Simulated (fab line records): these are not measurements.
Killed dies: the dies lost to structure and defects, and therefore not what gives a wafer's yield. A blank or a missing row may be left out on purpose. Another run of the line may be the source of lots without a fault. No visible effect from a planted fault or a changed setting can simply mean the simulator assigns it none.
Split-lot experiment    flow n5Finfet    on a route of 1938 steps: 7 lots, 21 wafers read

THE SPLIT ITSELF
At N5_BEOL_M0_SAQP_COAT_08 (resist thk 90 nm), the setting spinRpm was moved away from the recipe's 1500 rpm on 11 of the 21 wafers read, by -11.2% to +11.3%. For the rest of the wafers, this setting stayed at what the recipe calls for.

FROM THE SPLIT TO THE READING: what the file shows between them, 4 steps
- N5_BEOL_M0_SAQP_EBR_10
- N5_BEOL_M0_SAQP_SOFTBAKE_09: time 60 s
- N5_BEOL_M0_SAQP_EXPOSE_11: exposes mask M0 CORE, target cd 42 nm
- N5_BEOL_M0_SAQP_PEB_12: peb time 60 s

THE READING
CAR-ArF_of_BEOL_M0_SAQP_COAT_08.thkNm (the simulator's own value, which no gauge read), in nm, at N5_BEOL_M0_SAQP_DEVELOP_13 (develop time 30 s). No usual value for it is given in the file. Here, 10 wafers ran the recipe; their average is 88.1 nm with a standard deviation of 0.24 nm.

wafer   tool, chamber at the split  spinRpm as run, rpm  against the recipe  CAR-ArF_of_BEOL_M0_SAQP_COAT_08.thkNm, nm  against lot-mates on the recipe
L076.2  lithoTrack-05, 0            1669                 +11.3%              83.4                                       -4.8
L076.5  lithoTrack-05, 0            1500                 recipe              88.2                                       -
L076.6  lithoTrack-05, 0            1669                 +11.3%              83.2                                       -5.0
L077.1  lithoTrack-05, 0            1332                 -11.2%              93.6                                       +5.4
L077.5  lithoTrack-05, 0            1332                 -11.2%              94                                         +5.8
L077.6  lithoTrack-05, 0            1500                 recipe              88.2                                       -
L078.3  lithoTrack-05, 0            1500                 recipe              88.4                                       -
L078.4  lithoTrack-05, 0            1413                 -5.8%               91                                         +2.6
L078.5  lithoTrack-05, 0            1413                 -5.8%               91.2                                       +2.8
L086.3  lithoTrack-05, 0            1500                 recipe              88                                         -
L086.4  lithoTrack-05, 0            1347                 -10.2%              93.2                                       +5.2
L086.6  lithoTrack-05, 0            1347                 -10.2%              93.2                                       +5.2
L087.3  lithoTrack-05, 0            1500                 recipe              87.8                                       -
L087.6  lithoTrack-05, 0            1500                 recipe              87.8                                       -
L087.5  lithoTrack-05, 0            1500                 recipe              87.6                                       -
L089.2  lithoTrack-04, 0            1500                 recipe              88.2                                       -
L089.6  lithoTrack-04, 0            1500                 recipe              88.2                                       -
L089.4  lithoTrack-04, 0            1347                 -10.2%              93.6                                       +5.4
L096.2  lithoTrack-05, 0            1500                 recipe              88.2                                       -
L096.5  lithoTrack-05, 0            1657                 +10.5%              83.8                                       -4.4
L096.6  lithoTrack-05, 0            1657                 +10.5%              83.6                                       -4.6

THE FIT
A straight line over all 21 wafers: CAR-ArF_of_BEOL_M0_SAQP_COAT_08.thkNm changes by -0.47 nm for each +1% of spinRpm; r = -1.00; the points scatter about the line by 0.33 nm.
The same after taking each lot's own level away (the mean of its wafers on the recipe; 21 wafers): -0.47 nm for each +1%; r = -1.00; scatter 0.24 nm.
That fit puts the effect of the largest move of spinRpm on the reading at 5.3 nm.
The lots' own levels span 87.73 to 88.40 nm, that is 2.8 times the standard deviation above.
Hence the lot-to-lot level has little effect on the slope; both slopes agree.
Check: for one of the wafers moved furthest among these (+11.3%), held out of the fit, the line's prediction against its lot-mates is -5.2 nm. It came out at -4.8 nm against them.

THESE WAFERS: OTHER SPLITS
Before the reading, these wafers also passed through other splits. Each is held against what the fit with the lots' levels taken away leaves over:
other split on the same wafers        wafers away from the commonest value  r with CAR-ArF_of_BEOL_M0_SAQP_COAT_08.thkNm (lot level and that fit taken away)
N5_WELL_APT_COAT_02 spinRpm           4                                     -0.34
N5_DUMMY_GATE_COAT_28 spinRpm         9                                     +0.00
N5_DUMMY_GATE_COAT_09 spinRpm         9                                     +0.21
N5_SDB_ALD_29 aldCycles               8                                     +0.13
N5_HKMG_FIN_ETCH_32 biasW             3                                     +0.12
N5_BEOL_M0_SAQP_HM_DEP_02 targetThkA  6                                     +0.23

THE WHOLE CHAIN: every reading that the file lists as answering this split, in the file's order
step                        what it does       reading                                                                                 change (the file's fit)                r (the file's)
N5_BEOL_M0_SAQP_COAT_08     resist thk 90 nm   CAR-ArF_of_BEOL_M0_SAQP_COAT_08.thkNm (the simulator's own value, which no gauge read)  -0.474 nm for each +1% of the setting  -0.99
N5_BEOL_M0_SAQP_DEVELOP_13  develop time 30 s  CAR-ArF_of_BEOL_M0_SAQP_COAT_08.thkNm (the simulator's own value, which no gauge read)  -0.478 nm for each +1% of the setting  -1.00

THE FILE'S OWN FIT
CAR-ArF_of_BEOL_M0_SAQP_COAT_08.thkNm changes by -0.478 nm for each +1% of spinRpm, r = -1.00.
